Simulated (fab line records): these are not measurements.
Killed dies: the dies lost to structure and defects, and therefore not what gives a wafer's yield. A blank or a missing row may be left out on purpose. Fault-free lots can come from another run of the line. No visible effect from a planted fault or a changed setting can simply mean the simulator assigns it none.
Comparing a struck lot with a sound one | flow n5-finfet | 40 out of 1938 route steps
Sound: the wafers L424.1, L424.2, L424.5. Wafers struck: L432.1, L432.4, L432.5. The cause is named last.
Per side, at each step with rows, come the tool, then ch with its chambers, and then its first start. Under that, the readings that differ: sound wafers | struck wafers | difference of the means | sigmas: that difference in standard deviations of wafers without a fault.
alike: words and numbers the same on both sides, and readings whose means are apart by under 2 such deviations; not compared: readings that were withheld, readings missing a value for some wafer, numbers with overlapping values and no deviation given by the record, and bounds like >300 which may hide the same value.
Wherever a step has rows on one side only, a row that says differs or no value, or a row with sigmas, the two part there. When numbers do not overlap yet have no deviation, they are printed without sigmas and do not part them. A reading that every wafer of one side lacks parts them only if that side has two wafers or more.

first, 5 steps without rows for these wafers: N5_HKMG_FIN_STRIP_33 (strips in N2/H2); N5_HKMG_FIN_STRIP_34 (strips in CF4); N5_HKMG_FIN_ETCH_35 (etches SOC in N2/H2, target depth 215.8 nm, time 243.4 s); N5_HKMG_FIN_STRIP_92 (strips SOC in N2/H2, time 20 s); N5_HKMG_FIN_WET_ETCH_18 (etches TiN in SC1, time 55 s, target depth 5.2 nm, rinse time 30 s).
N5_HKMG_FIN_STRIP_19: strips in N2/H2, time 360 s.
  sound on plasma-asher-01 ch 0,1, day 4 21:42; struck on plasma-asher-01 ch 0,1, day 6 17:39
  alike: drypump-motor-current-A, heater-power-w, n2-flow-sccm
  not compared: rf-hours-counter-h
N5_HKMG_FIN_ALD_91: deposits TiN, target thk 1 nm, pulse time 1 s, purge time 3 s.
  sound on ald-metal-02 ch 2,3, day 4 22:05; struck on ald-metal-02 ch 0,2,3, day 6 18:02
  alike: heater-power-w, precursor-pulse-height-rel
then, 5 steps without rows for these wafers: N5_HKMG_FIN_COAT_85 (time 60 s, resist thk 300 nm); N5_HKMG_FIN_ETCH_86 (etches SOC in N2/H2, stops on TiN, target depth 393.2 nm); N5_HKMG_FIN_STRIP_89 (strips SOC in N2/H2, time 20 s); N5_HKMG_FIN_WET_ETCH_87 (etches TiN in SC1, time 154.2 s, target depth 4.7 nm, rinse time 30 s); N5_HKMG_FIN_STRIP_88 (strips in N2/H2, time 360 s).
N5_HKMG_FIN_NWFM_ALD_20: deposits TiAlC, target thk 2 nm, pulse time 3 s, purge time 2 s.
  sound on ald-metal-03 ch 1,2, day 4 23:10; struck on ald-metal-03 ch 1,2, day 6 19:01
  alike: heater-power-w, precursor-pulse-height-rel
then, 5 steps without rows for these wafers: N5_HKMG_FIN_ALD_71 (deposits TiN, target thk 1 nm, pulse time 1 s, purge time 3 s); N5_HKMG_FIN_COAT_66 (time 60 s, resist thk 300 nm); N5_HKMG_FIN_ETCH_67 (etches SOC in N2/H2, stops on TiN, target depth 388.9 nm); N5_HKMG_FIN_STRIP_90 (strips SOC in N2/H2, time 20 s); N5_HKMG_FIN_WET_ETCH_73 (etches the open film in SC1, time 42.3 s, target depth 1.3 nm, rinse time 30 s).
N5_HKMG_FIN_ETCHBACK_68: etches the open film in Cl2/Ar, stops on HfO2, target depth 0.5 nm.
  sound on rie-metal-02 ch 0,1, day 5 00:01; struck on rie-metal-01 ch 0,1, day 6 19:41
  alike: drypump-motor-current-A, oes-product-au, throttle-valve-pct
  not compared: rf-hours-counter-h
then, 6 steps without rows for these wafers: N5_HKMG_FIN_STRIP_69 (strips in N2/H2, time 360 s); N5_HKMG_FIN_ALD_21 (deposits TiN, target thk 1.5 nm, pulse time 1 s, purge time 3 s); N5_HKMG_FIN_ALD_72 (deposits W, target thk 2 nm, pulse time 1 s, purge time 2 s); N5_HKMG_FIN_W_FILL_22 (material W, target thk 60 nm, time 18.2 s); N5_HKMG_FIN_PRECLEAN_83 (cleans in DIW, time 57.5 s); N5_HKMG_FIN_SRD_84 (dry time 32 s).
N5_HKMG_FIN_CMP_23: polishes, stops on SiNx, t overpolish 10 s, target thk 46.326 nm.
  sound on cmp-01 ch 1,2, day 5 01:09; struck on cmp-02 ch 0,2, day 6 20:50
  alike: motor-current-A, overpolish-run-s, slurry-filter-dp-kPa, time-to-endpoint-s
then, 11 steps without rows for these wafers: N5_HKMG_FIN_CMP_94 (polishes, stops on SiNx, t overpolish 4.7 s, target thk 43.299 nm); N5_GATE_CUT_ETCHBACK_00 (etches W in SF6/Cl2); N5_GATE_CUT_ETCH_56 (etches TiN in Cl2/Ar, target depth 21.6 nm); N5_GATE_CUT_ETCHBACK_30 (etches TiN in Cl2/Ar, target depth 3 nm); N5_GATE_CUT_VAPOR_ETCH_60 (etches HfO2 in BCl3/Cl2); N5_GATE_CUT_ETCH_58 (etches SiNx in CH3F/O2, target depth 17 nm, time 128.6 s); N5_GATE_CUT_STRIP_59 (strips in N2/H2, time 20 s); N5_GATE_CUT_PRECLEAN_31 (cleans in DIW, time 300 s); N5_GATE_CUT_SRD_32 (time 30 s); N5_GATE_CUT_SAC_CAP_01 (material SiNx, target thk 24 nm, pulse time 1 s, ald cycles 480); N5_GATE_CUT_PECVD_57 (deposits SiNx from SiH4/NH3/N2, target thk 21 nm).
N5_GATE_CUT_CMP_02: polishes, stops on SiO2, t overpolish 12.7 s, target thk 0 nm.
  sound on cmp-02 ch 0,2,3, day 5 05:08; struck on cmp-02 ch 1,2, day 7 00:33
  alike: motor-current-A, overpolish-run-s, slurry-filter-dp-kPa, time-to-endpoint-s
then, 1 step without rows for these wafers: N5_GATE_CUT_HM_DEP_46 (deposits SiO2 from TEOS/O2, target thk 130 nm, time 26.6 s).
-- record jumps: 8 days separate the struck wafers' starts on either side; left off in module GATE_CUT, taken up again in module PASSIVATION, whose first shown step is the route's number 1936 --
N5_PASSIVATION_PROBE_49:
  sound on prober-02, day 13 18:02; struck on prober-02, day 14 23:37
  reading                  | sound          | struck         | difference | sigmas
  defect-limited-yield (%) | 93.6 91.1 89.2 | 81.4 85.7 79.0 | -9.3       | -7
  killed-at-front-end      | 25 52 42       | 144 119 170    | +105       | +9
  killed-dies              | 76 105 127     | 219 169 248    | +109       | +7
  killed-on-rim            | 8 7 18         | 31 27 32       | +19        | +5
  sort_bin_5_function (%)  | 3.3 5.6 6.1    | 10.1 8.3 11.7  | +5.0       | +6
  sort-n-pass              | 1104 1075 1053 | 961 1011 932   | -109       | -7
  sort-yield-pct (%)       | 93.6 91.1 89.2 | 81.4 85.7 79.0 | -9.3       | -7
  alike: killed_at_M0_to_M3, killed_at_M4_up, killed-at-contacts, killed-at-other, killed-open, killed-short, sort_bin_6_memory

== WHERE THEY PART ==
Within this record, at N5_PASSIVATION_PROBE_49 only.

WHY: what had been put in by the simulator
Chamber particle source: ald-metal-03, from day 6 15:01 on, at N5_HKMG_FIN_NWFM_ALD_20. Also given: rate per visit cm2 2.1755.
